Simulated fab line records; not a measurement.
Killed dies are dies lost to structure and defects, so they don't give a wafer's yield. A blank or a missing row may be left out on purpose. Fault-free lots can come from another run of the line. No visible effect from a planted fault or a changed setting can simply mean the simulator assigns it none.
Matching of chambers / flow nandHarc / rieDiel-12 running NHARC_A_STAIRCASE_TRIM_12: 4 sister chambers
The step chemistry O2, time 211.2 s. 8 wafers are shown with their chamber, then 8 later ones without.

== WAFERS WITH THEIR CHAMBER ==
wafer=L076.2; chamber=2; drypumpMotorCurrentA (A)=6.1; showerheadPlenumPTorr (Torr)=3.37
wafer=L076.4; chamber=3; drypumpMotorCurrentA (A)=5.7; showerheadPlenumPTorr (Torr)=3.42
wafer=L080.1; chamber=0; drypumpMotorCurrentA (A)=6.6; showerheadPlenumPTorr (Torr)=3.36
wafer=L080.4; chamber=3; drypumpMotorCurrentA (A)=5.8; showerheadPlenumPTorr (Torr)=3.41
wafer=L088.3; chamber=0; drypumpMotorCurrentA (A)=6.6; showerheadPlenumPTorr (Torr)=3.34
wafer=L088.4; chamber=1; drypumpMotorCurrentA (A)=5.1; showerheadPlenumPTorr (Torr)=3.44
wafer=L088.6; chamber=1; drypumpMotorCurrentA (A)=5.2; showerheadPlenumPTorr (Torr)=3.44
wafer=L090.1; chamber=2; drypumpMotorCurrentA (A)=6.1; showerheadPlenumPTorr (Torr)=3.34

== WAFERS MISSING THEIR CHAMBER ==
wafer=L090.4; drypumpMotorCurrentA (A)=6.6; showerheadPlenumPTorr (Torr)=3.34
wafer=L090.6; drypumpMotorCurrentA (A)=5.2; showerheadPlenumPTorr (Torr)=3.44
wafer=L092.3; drypumpMotorCurrentA (A)=5.8; showerheadPlenumPTorr (Torr)=3.39
wafer=L092.4; drypumpMotorCurrentA (A)=6.6; showerheadPlenumPTorr (Torr)=3.34
wafer=L092.5; drypumpMotorCurrentA (A)=5.2; showerheadPlenumPTorr (Torr)=3.43
wafer=L093.1; drypumpMotorCurrentA (A)=6.6; showerheadPlenumPTorr (Torr)=3.34
wafer=L093.2; drypumpMotorCurrentA (A)=5.8; showerheadPlenumPTorr (Torr)=3.39
wafer=L093.3; drypumpMotorCurrentA (A)=5.1; showerheadPlenumPTorr (Torr)=3.43

== WHICH CHAMBER EACH WENT THROUGH ==
wafer=L090.4; from the rows above=0; in truth=0
wafer=L090.6; from the rows above=1; in truth=1
wafer=L092.3; from the rows above=3; in truth=3
wafer=L092.4; from the rows above=0; in truth=0
wafer=L092.5; from the rows above=1; in truth=1
wafer=L093.1; from the rows above=0; in truth=0
wafer=L093.2; from the rows above=3; in truth=3
wafer=L093.3; from the rows above=1; in truth=1
Correctly placed: 8 of 8. Left unplaced by these rows: 0. Placed wrongly: 0.
How it was worked out, from the rows above alone: a wafer's distance from a chamber is the root of the sum, over the readings, of the square of ((its reading less the chamber's mean) divided by the reading's scatter). If the next closest chamber is less than 2 further off than the closest, the wafer can't be placed; otherwise it belongs to the closest. For every chamber, the mean is computed from those of its wafers that are shown. The scatter: take each reading less its chamber's mean, square it, sum over the shown wafers, divide by the number of wafers less the number of chambers, and take the root.
